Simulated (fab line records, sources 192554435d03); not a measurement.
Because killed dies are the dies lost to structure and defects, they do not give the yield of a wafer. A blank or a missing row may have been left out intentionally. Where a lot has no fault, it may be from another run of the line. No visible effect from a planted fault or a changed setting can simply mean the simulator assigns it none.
Problem report in the 8D (eight disciplines) form, filled by code || flow n5-finfet || the parts of the form that need people (team, actions taken, sign-off) are left out

1. WHAT IS WRONG
Mean of plate-temp-C at N5_GATE_CUT_COAT_27: 211.90 C across 6 wafers in 2 lots; on wafers with no fault it is 204.96 C (standard deviation 0.16). That is +43 standard deviations from the usual mean.
The step: time 60 s, resist thk 10 nm.
Seen first at day 8 10:40 on litho-track-04, wafer L887.1. The record holds 27 wafers of 9 lots with a number at this step. Rule for "out" (also "out of limits"): further than 4 standard deviations from the usual mean. Any other wafer with a number is counted as sound.

2. WHAT IT IS; WHAT IT IS NOT
{"question": "which readings at this step", "is": "plate-temp-C, heater-power-total-W", "is not": "spin-speed-rpm"}
{"question": "which lots", "is": "L887, L888", "is not": "L871, L873, L874, L875, L878, L884, L885"}
{"question": "which wafers of those lots", "is": "all that have a number", "is not": "-"}
{"question": "read on which tools", "is": "litho-track-04", "is not": "litho-track-01, litho-track-02"}
{"question": "when", "is": "from day 8 10:40", "is not": "up to then (21 sound wafers)"}

3. THE SUSPECTS, EACH WITH WHAT RULES IT OUT
Counting: a tool at a process step up to the reading stays a suspect if it ran every lot that is out and no sound lot after the first of them.
- litho-track-04 at N5_GATE_CUT_COAT_27 (time 60 s, resist thk 10 nm): kept. It ran every lot that is out, first L887 (day 8 10:40), and no sound lot after that; its last sound lot up to then is L885 (day 7 23:41). On those wafers its own readings are out: heater-power-total-W, plate-temp-C.
The count leaves litho-track-04 at N5_GATE_CUT_COAT_27.

4. THE CAUSE (what the simulator had put in)
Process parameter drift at N5_GATE_CUT_COAT_27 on litho-track-04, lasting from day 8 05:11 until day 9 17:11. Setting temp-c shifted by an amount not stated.
After counting, this tool was the only one left.

5. THE EFFECT CHAIN, in route order
Each row: a reading where the mean over the struck wafers with a number is more than 3 standard deviations away from the usual. Readings are gone through only where the record gives a usual standard deviation; hours: the median, over the lots, of the time from a lot's start at the first step in this table giving one to that lot's start at this step; sigmas: the change measured in usual standard deviations.
{"hours": 0, "step": "N5_GATE_CUT_COAT_27", "reading": "heater-power-total-W", "usual": "391.9 W", "on struck wafers": 407.9, "change": "+16.1", "sigmas": "+12"}
{"hours": 0, "step": "N5_GATE_CUT_COAT_27", "reading": "plate-temp-C", "usual": "204.96 C", "on struck wafers": 211.90, "change": "+6.94", "sigmas": "+43"}
The process steps in it:
- N5_GATE_CUT_COAT_27: time 60 s, resist thk 10 nm.
At these later measuring or inspecting steps, every struck wafer for which the step has a row has a number for every such reading, and none has moved that far: N5_BEOL_M4_RC_MEAS_101.

6. WHAT WOULD HAVE CAUGHT IT SOONER
The fault began at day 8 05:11; the first out-of-limits reading in this record came at day 8 10:40, 5 hours later.
